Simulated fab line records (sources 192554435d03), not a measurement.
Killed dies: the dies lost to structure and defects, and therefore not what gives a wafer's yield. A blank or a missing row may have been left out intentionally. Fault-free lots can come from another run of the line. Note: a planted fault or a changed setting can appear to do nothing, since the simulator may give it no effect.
A struck lot beside a sound one :: flow n5_finfet :: 38 steps out of a route of 1938
Sound: these wafers, L207.2, L207.4, L207.6. Struck: wafers L221.2, L221.5, L221.6. The cause is given at the end.
For every step that has rows: the tool of each side, followed by ch and its chambers, followed by its first start. Under that, the readings that differ: sound wafers :: struck wafers :: difference of the means :: sigmas: that difference in standard deviations of wafers without a fault.
alike: same words and numbers on both sides, and readings whose means sit less than 2 such deviations apart. not compared: any withheld reading, any reading some wafer has no value for, any bound like >300 that may hide the same value, and any number with overlapping values for which the record gives no deviation.
The two part at a step that has a row with sigmas, a row that says differs or no value, or rows on one side only. Non-overlapping numbers with no deviation appear without sigmas and do not part them. A reading that every wafer of one side lacks parts them only if that side has two wafers or more.

first, 9 steps without rows for these wafers: N5_GATE_CUT_CMP_23 (polishes, stops on SiO2, t overpolish 23.4 s, target thk 16 nm); N5_GATE_CUT_CMP_43 (polishes SiO2); N5_GATE_CUT_CMP_61 (polishes, stops on SiNx, t overpolish 3 s); N5_MOL_CONTACT_COAG_COAT_103 (time 60 s, resist thk 80 nm); N5_MOL_CONTACT_COAG_COAT_104 (time 60 s, resist thk 12 nm); N5_MOL_CONTACT_COAG_COAT_58 (time 60 s, resist thk 10 nm); N5_MOL_CONTACT_COAG_COAT_02 (resist thk 30 nm); N5_MOL_CONTACT_COAG_EBR_04; N5_MOL_CONTACT_COAG_SOFTBAKE_03 (time 60 s).
N5_MOL_CONTACT_COAG_EXPOSE_05: exposes mask CA, defocus 0 nm.
  sound on euv_scanner-02 ch 0, day 5 04:37; struck on euv_scanner-02 ch 0, day 8 23:28
reading: exposure_dose_mJ_cm2
sound: 38.31 38.23 38.27
struck: 38.63 38.64 38.63
difference: +0.36
sigmas: +8
  alike: mask
then, 2 steps without rows for these wafers: N5_MOL_CONTACT_COAG_PEB_06 (peb time 60 s); N5_MOL_CONTACT_COAG_DEVELOP_07 (develop time 30 s).
N5_MOL_CONTACT_COAG_CD_MEAS_08: the cd target is 28 nm.
  sound on cd_sem-02 ch 0, day 5 04:44; struck on cd_sem-03 ch 0, day 8 23:36
reading: cd_nm (nm)
sound: 27.79 27.94 27.85
struck: 27.26 26.45 27.60
difference: -0.76
sigmas: -3
then, 1 step without rows for these wafers: N5_MOL_CONTACT_COAG_DESCUM_13 (chemistry O2, time 7 s).
N5_MOL_CONTACT_COAG_ETCH_59: etches underlayer in N2/H2, target depth 13 nm, time 10.4 s.
  sound on rie_diel-06 ch 1,2,3, day 5 05:35; struck on rie_diel-02 ch 2,3, day 8 23:48
reading: model.MOL_CONTACT_COAG.cd_offset_nm (nm)
sound: 0.2 0 0
struck: -0.8 -1.6 -0.6
difference: -1.1
sigmas: 
  alike: bias_w, drypump_motor_current_A, etch_rf_on_time_s, h2_flow_sccm, oes_product_au, rf_vpp_V, showerhead_plenum_p_Torr, throttle_valve_pct
  not compared: rf_hours_counter_h
then, 7 steps without rows for these wafers: N5_MOL_CONTACT_COAG_ETCH_105 (etches SiARC in CF4, target depth 15.6 nm, time 26 s); N5_MOL_CONTACT_COAG_ETCH_106 (etches SOC in N2/H2, target depth 80 nm, overetch 16 nm, time 120 s); N5_MOL_CONTACT_COAG_STRIP_107 (strips in N2/H2); N5_MOL_CONTACT_COAG_STRIP_108 (strips in N2/H2); N5_MOL_CONTACT_COAG_CONTACT_ETCH_14 (etches SiO2 in C4F6/O2, target depth 27.5 nm, overetch 8.5 nm, time 20 s); N5_MOL_CONTACT_COAG_STRIP_109 (strips in C4F6/O2); N5_MOL_CONTACT_COAG_ETCH_15 (etches SiNx in CH3F/O2, stops on Si:P, target depth 7 nm).
N5_MOL_CONTACT_COAG_ETCH_110: etches Si in CF4/O2, target depth 2.5 nm, time 8 s.
  sound on rie_diel-06 ch 1,2,3, day 5 05:50; struck on rie_diel-02 ch 2,3, day 9 00:03
reading: model.MOL_CONTACT_COAG.cd_offset_nm (nm)
sound: 0.6 -0.2 -0.2
struck: -0.8 -1.6 -0.4
difference: -1.0
sigmas: 
  alike: bias_w, drypump_motor_current_A, oes_o_777_au, oes_product_au, rf_vpp_V, showerhead_plenum_p_Torr, throttle_valve_pct
  not compared: rf_hours_counter_h
then, 13 steps without rows for these wafers: N5_MOL_CONTACT_COAG_STRIP_98 (strips in N2/H2); N5_MOL_CONTACT_COAG_IMPLANT_129; N5_MOL_CONTACT_COAG_PRECLEAN_111 (cleans in NF3:NH3, afs cycles 1, time 20 s, sublimation time 60 s); N5_MOL_CONTACT_COAG_TI_SIL_19 (material Ti, target thk 4.2 nm, time 15 s); N5_MOL_CONTACT_COAG_ALD_20 (deposits TiN, target thk 1.5 nm, pulse time 1 s, purge time 3 s); N5_MOL_CONTACT_COAG_SIL_ANNEAL_21 (time 60 s); N5_MOL_CONTACT_COAG_PRE_CLEAN_141 (time 60 s); N5_MOL_CONTACT_COAG_SPUTTER_143 (material Co, target thk 2.5 nm); N5_MOL_CONTACT_COAG_CO_FILL_22 (material Co, precursor CCTBA/H2, target thk 20 nm); N5_MOL_CONTACT_COAG_ANNEAL_113 (time 300 s); N5_MOL_CONTACT_COAG_PRE_CLEAN_142 (time 60 s); N5_MOL_CONTACT_COAG_SPUTTER_130 (material Co, target thk 47.5 nm); N5_MOL_CONTACT_COAG_PRECLEAN_125 (cleans in DIW, time 57.5 s).
-- here the record skips 4 days between the struck wafers' starts before and after, leaving off in module MOL_CONTACT_COAG and picking up in module BEOL_M4 (first step shown: number 1111 of the route) --
N5_BEOL_M4_RC_MEAS_101:
  sound on prober-02 ch 0, day 8 11:48; struck on prober-02 ch 0, day 12 12:37
reading: RC_DENSE_N (ohm.um)
sound: 18.4 19.0 19.2
struck: 20.0 21.4 19.7
difference: +1.5
sigmas: +3
  alike: DIBL_N, DIBL_P, IOFF_N, IOFF_P, ION_N, ION_P, SS_N, SS_P, VT_N, VT_P
-- the record jumps here: 4 days lie between the struck wafers' starts before and after (it left off in module BEOL_M4 and takes up again in module PASSIVATION, whose first step shown is number 1936 of the route) --
N5_PASSIVATION_PROBE_49:
  record: rows for the struck wafers here (prober-01, day 16 16:46), none for the sound ones

== WHERE THEY PART ==
First at N5_MOL_CONTACT_COAG_EXPOSE_05; last, within this record, at N5_PASSIVATION_PROBE_49.

WHY: what the simulator had put in
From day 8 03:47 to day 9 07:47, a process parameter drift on euv_scanner-02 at N5_MOL_CONTACT_COAG_EXPOSE_05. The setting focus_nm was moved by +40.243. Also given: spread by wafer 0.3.
